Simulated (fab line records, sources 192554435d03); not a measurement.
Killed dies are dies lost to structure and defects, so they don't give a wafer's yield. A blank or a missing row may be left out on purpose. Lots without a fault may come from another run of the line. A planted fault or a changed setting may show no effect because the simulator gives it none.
A struck lot beside a sound one | flow n5_finfet | 25 steps out of a route of 1938
Sound: wafers L704.1, L704.5, L704.6. Struck: wafers L718.3, L718.4, L718.6. The cause comes at the end.
At each step with rows: each side's tool, then ch and its chambers, then its first start. Under that, the readings that differ: sound wafers | struck wafers | difference of the means | sigmas: that difference in standard deviations of wafers without a fault.
alike: readings whose means differ by less than 2 such deviations, and words and numbers that are the same on both sides. not compared: withheld readings, readings that some wafer has no value for, bounds like >300 that may hide the same value, and numbers for which the record gives no deviation and whose values overlap.
The two part at a step that has a row with sigmas, a row that says differs or no value, or rows on one side only. Numbers that don't overlap but have no deviation are shown without sigmas and don't part them. A reading that every wafer of one side lacks parts them only if that side has two wafers or more.

first, 9 steps without rows for these wafers: N5_BEOL_M14_EBR_06; N5_BEOL_M14_SOFTBAKE_05 (time 60 s); N5_BEOL_M14_EXPOSE_07 (exposes mask V13); N5_BEOL_M14_PEB_08 (peb time 90 s); N5_BEOL_M14_DEVELOP_09 (develop time 45 s); N5_BEOL_M14_HARDBAKE_14 (time 120 s); N5_BEOL_M14_DESCUM_15 (chemistry O2, time 7.9 s); N5_BEOL_M14_ETCH_59 (etches BARC in N2/H2, target depth 89 nm, overetch 26.7 nm, time 67.9 s); N5_BEOL_M14_VIA_ETCH_16 (etches SiO2 in C4F8/O2/Ar, target depth 1231.3 nm).
N5_BEOL_M14_STRIP_63: strips in O2.
  sound on rie_diel-04 ch 2,3, day 10 23:00; struck on rie_diel-04 ch 0,1, day 14 14:00
  reading                | sound             | struck            | difference | sigmas
  throttle_valve_pct (%) | 16.25 16.26 16.77 | 17.13 16.86 17.09 | +0.60      | +2
  alike: drypump_motor_current_A, oes_product_au, rf_vpp_V, showerhead_plenum_p_Torr
  not compared: rf_hours_counter_h
then, 12 steps without rows for these wafers: N5_BEOL_M14_STRIP_64 (strips in O2); N5_BEOL_M14_STRIP_71 (strips in post etch residue remover, time 60 s); N5_BEOL_M14_SRD_72 (time 30 s, dry time 30 s); N5_BEOL_M14_COAT_65 (time 60 s, resist thk 450 nm); N5_BEOL_M14_COAT_66 (time 60 s, resist thk 110 nm); N5_BEOL_M14_COAT_22 (resist thk 300 nm); N5_BEOL_M14_EBR_24; N5_BEOL_M14_SOFTBAKE_23 (time 60 s); N5_BEOL_M14_EXPOSE_25 (exposes mask M14, target cd 280 nm); N5_BEOL_M14_PEB_26 (peb time 90 s); N5_BEOL_M14_DEVELOP_27 (develop time 45 s); N5_BEOL_M14_HARDBAKE_32 (time 120 s).
N5_BEOL_M14_INSPECT_30: inspects for defects (macro).
  sound on defect_inspect-01, day 11 00:08; struck on defect_inspect-02, day 14 15:13
  reading          | sound | struck         | difference | sigmas
  raw_defect_count | 1 1 4 | >300 >300 >300 | differs    |
then, 1 step without rows for these wafers: N5_BEOL_M14_DESCUM_33 (chemistry O2, time 7.9 s).
N5_PASSIVATION_PROBE_49:
  the record has rows for the struck wafers here (prober-02, day 15 15:07) and none for the sound ones

WHERE THEY PART
First at N5_BEOL_M14_STRIP_63; last, within this record, at N5_PASSIVATION_PROBE_49.

WHY: what the simulator had put in
Chamber particle source: rie_diel-04, from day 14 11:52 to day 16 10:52, at N5_BEOL_M14_STRIP_63. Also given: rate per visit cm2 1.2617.
